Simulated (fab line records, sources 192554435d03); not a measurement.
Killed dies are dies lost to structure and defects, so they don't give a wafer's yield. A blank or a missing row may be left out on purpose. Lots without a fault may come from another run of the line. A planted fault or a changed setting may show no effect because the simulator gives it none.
Chamber matching | flow n5_finfet | N5_HKMG_FIN_ALD_71 on ald_metal-04: 4 sister chambers
The step deposits TiN, target thk 1 nm, pulse time 1 s, purge time 3 s. 16 wafers are shown with their chamber, then 8 later ones without.

WAFERS WITH THEIR CHAMBER
wafer  | chamber | heater_power_w (W) | heater_power_outer_w (W) | precursor_pulse_height_rel
L076.2 | 1       | 763                | 442                      | 0.961
L076.5 | 1       | 762                | 439                      | 1.004
L076.6 | 2       | 819                | 490                      | 1.060
L077.1 | 0       | 717                | 437                      | 1.004
L077.4 | 2       | 858                | 507                      | 1.011
L077.5 | 0       | 700                | 438                      | 0.998
L080.2 | 1       | 765                | 420                      | 0.967
L080.3 | 3       | 878                | 561                      | 1.000
L080.4 | 0       | 706                | 433                      | 0.984
L082.2 | 2       | 836                | 491                      | 1.000
L082.3 | 3       | 877                | 544                      | 1.011
L082.4 | 0       | 709                | 436                      | 0.992
L083.1 | 2       | 810                | 472                      | 0.974
L083.5 | 2       | 814                | 491                      | 0.990
L083.6 | 3       | 903                | 540                      | 0.984
L084.1 | 3       | 885                | 554                      | 1.003

SIGNATURES (means of the wafers above)
reading                    | chamber 0 | chamber 1 | chamber 2 | chamber 3 | scatter within a chamber
heater_power_w             | 708.00    | 763.33    | 827.40    | 885.75    | 13.4
heater_power_outer_w       | 436.00    | 433.67    | 490.20    | 549.75    | 9.94
precursor_pulse_height_rel | 0.99450   | 0.97733   | 1.00700   | 0.99950   | 0.0222
Rule: a wafer's distance from a chamber is the root of the sum, over the readings, of the square of ((its reading less the chamber's mean) divided by the reading's scatter). The wafer belongs to the nearest chamber; if the next one is less than 2 further off, it can't be placed. The scatter: the root of (the sum of the squares of (reading less its chamber's mean) over the shown wafers, divided by (wafers less chambers)).

WAFERS WITHOUT THEIR CHAMBER
wafer  | heater_power_w (W) | heater_power_outer_w (W) | precursor_pulse_height_rel
L084.5 | 718                | 442                      | 1.001
L084.6 | 853                | 547                      | 0.966
L095.4 | 746                | 427                      | 1.028
L095.5 | 698                | 447                      | 0.991
L095.6 | 871                | 547                      | 0.998
L097.4 | 828                | 493                      | 0.971
L097.5 | 747                | 431                      | 1.030
L097.6 | 703                | 440                      | 0.963

WHICH CHAMBER EACH WENT THROUGH
wafer  | from the rows above     | in truth
L084.5 | 0                       | 0
L084.6 | 3                       | 3
L095.4 | can't be placed: 1 or 0 | 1
L095.5 | 0                       | 0
L095.6 | 3                       | 3
L097.4 | 2                       | 2
L097.5 | can't be placed: 1 or 0 | 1
L097.6 | 0                       | 0
Placed correctly: 6 of 8. Can't be placed from these rows: 2 (the true chamber is among the candidates in 2). Placed wrongly: 0.
